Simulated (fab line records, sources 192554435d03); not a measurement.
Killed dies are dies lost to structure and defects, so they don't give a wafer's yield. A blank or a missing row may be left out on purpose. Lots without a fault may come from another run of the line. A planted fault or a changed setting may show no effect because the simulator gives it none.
Chamber matching | flow n5_finfet | N5_GATE_CUT_ETCH_28 on rie_diel-04: 4 sister chambers
The step etches underlayer in N2/H2, target depth 13 nm, time 10.4 s. 4 wafers are shown with their chamber, then 10 later ones without.

WAFERS WITH THEIR CHAMBER
wafer  | chamber | showerhead_plenum_p_Torr (Torr)
L086.4 | 0       | 2.54
L086.5 | 1       | 2.47
L088.1 | 2       | 2.43
L088.3 | 3       | 2.56

WAFERS WITHOUT THEIR CHAMBER
wafer  | showerhead_plenum_p_Torr (Torr)
L088.4 | 2.47
L089.3 | 2.47
L089.4 | 2.54
L089.5 | 2.43
L093.1 | 2.46
L093.2 | 2.54
L093.6 | 2.42
L094.2 | 2.54
L094.3 | 2.56
L094.6 | 2.54

WHICH CHAMBER EACH WENT THROUGH
wafer  | from the rows above | in truth
L088.4 | 1                   | 1
L089.3 | 1                   | 1
L089.4 | 0                   | 0
L089.5 | 2                   | 2
L093.1 | 1                   | 1
L093.2 | 0                   | 0
L093.6 | 2                   | 2
L094.2 | 0                   | 0
L094.3 | 3                   | 3
L094.6 | 0                   | 0
Placed correctly: 10 of 10. Can't be placed from these rows: 0. Placed wrongly: 0.
How it was worked out, from the rows above alone: a wafer's distance from a chamber is the root of the sum, over the readings, of the square of ((its reading less the chamber's mean) divided by the reading's scatter). The wafer belongs to the nearest chamber; if the next one is less than 2 further off, it can't be placed. A chamber's mean is the mean of its shown wafers. The scatter: with one shown wafer a chamber, the root of the mean of the squares of how far each hidden wafer lies from its nearest shown one.
